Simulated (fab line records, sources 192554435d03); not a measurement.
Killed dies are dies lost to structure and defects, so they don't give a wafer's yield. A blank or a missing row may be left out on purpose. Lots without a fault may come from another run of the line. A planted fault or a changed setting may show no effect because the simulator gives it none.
Chamber matching | flow n5_finfet | N5_BEOL_M8_DESCUM_33 on rie_diel-03: 4 sister chambers
The step chemistry O2, time 7 s. 24 wafers are shown with their chamber, then 12 later ones without.

WAFERS WITH THEIR CHAMBER
wafer  | chamber | drypump_motor_current_A (A) | showerhead_plenum_p_Torr (Torr) | oes_product_au (a.u.)
L074.2 | 2       | 5.2                         | 2.08                            | 0.76
L074.3 | 1       | 5.4                         | 2.09                            | 0.75
L074.4 | 2       | 5.2                         | 2.08                            | 0.76
L076.1 | 1       | 5.4                         | 2.09                            | 0.75
L076.3 | 0       | 5.3                         | 2.20                            | 0.79
L076.4 | 0       | 5.3                         | 2.20                            | 0.79
L082.1 | 2       | 5.2                         | 2.08                            | 0.74
L082.2 | 3       | 5.9                         | 2.16                            | 0.92
L082.6 | 1       | 5.4                         | 2.09                            | 0.74
L084.1 | 2       | 5.2                         | 2.07                            | 0.75
L084.3 | 1       | 5.4                         | 2.08                            | 0.74
L084.6 | 1       | 5.4                         | 2.08                            | 0.73
L085.2 | 2       | 5.2                         | 2.07                            | 0.74
L085.3 | 0       | 5.3                         | 2.20                            | 0.77
L085.6 | 2       | 5.1                         | 2.07                            | 0.75
L089.1 | 2       | 5.2                         | 2.07                            | 0.74
L089.5 | 2       | 5.2                         | 2.07                            | 0.73
L089.6 | 1       | 5.4                         | 2.08                            | 0.73
L091.2 | 0       | 5.3                         | 2.19                            | 0.76
L091.3 | 1       | 5.4                         | 2.08                            | 0.72
L091.4 | 2       | 5.2                         | 2.07                            | 0.73
L094.2 | 2       | 5.2                         | 2.07                            | 0.73
L094.5 | 2       | 5.2                         | 2.07                            | 0.73
L094.6 | 3       | 5.9                         | 2.16                            | 0.88

SIGNATURES (means of the wafers above)
reading                  | chamber 0 | chamber 1 | chamber 2 | chamber 3 | scatter within a chamber
drypump_motor_current_A  | 5.300     | 5.400     | 5.191     | 5.900     | 0.0213
showerhead_plenum_p_Torr | 2.1975    | 2.0843    | 2.0727    | 2.1600    | 0.00482
oes_product_au           | 0.7775    | 0.7371    | 0.7418    | 0.9000    | 0.0134
Rule: a wafer's distance from a chamber is the root of the sum, over the readings, of the square of ((its reading less the chamber's mean) divided by the reading's scatter). The wafer belongs to the nearest chamber; if the next one is less than 2 further off, it can't be placed. The scatter: the root of (the sum of the squares of (reading less its chamber's mean) over the shown wafers, divided by (wafers less chambers)).

WAFERS WITHOUT THEIR CHAMBER
wafer  | drypump_motor_current_A (A) | showerhead_plenum_p_Torr (Torr) | oes_product_au (a.u.)
L092.1 | 5.4                         | 2.08                            | 0.72
L092.2 | 5.9                         | 2.16                            | 0.88
L092.5 | 5.4                         | 2.08                            | 0.72
L096.1 | 5.2                         | 2.06                            | 0.72
L096.2 | 5.4                         | 2.07                            | 0.72
L096.3 | 5.9                         | 2.15                            | 0.86
L095.1 | 5.9                         | 2.15                            | 0.86
L095.3 | 5.3                         | 2.07                            | 0.71
L095.4 | 5.3                         | 2.19                            | 0.75
L097.1 | 5.4                         | 2.07                            | 0.71
L097.4 | 5.2                         | 2.06                            | 0.72
L097.5 | 5.3                         | 2.19                            | 0.75

WHICH CHAMBER EACH WENT THROUGH
wafer  | from the rows above     | in truth
L092.1 | 1                       | 1
L092.2 | 3                       | 3
L092.5 | 1                       | 1
L096.1 | 2                       | 2
L096.2 | 1                       | 1
L096.3 | 3                       | 3
L095.1 | 3                       | 3
L095.3 | can't be placed: 2 or 1 | 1
L095.4 | 0                       | 0
L097.1 | 1                       | 1
L097.4 | 2                       | 2
L097.5 | 0                       | 0
Placed correctly: 11 of 12. Can't be placed from these rows: 1 (the true chamber is among the candidates in 1). Placed wrongly: 0.
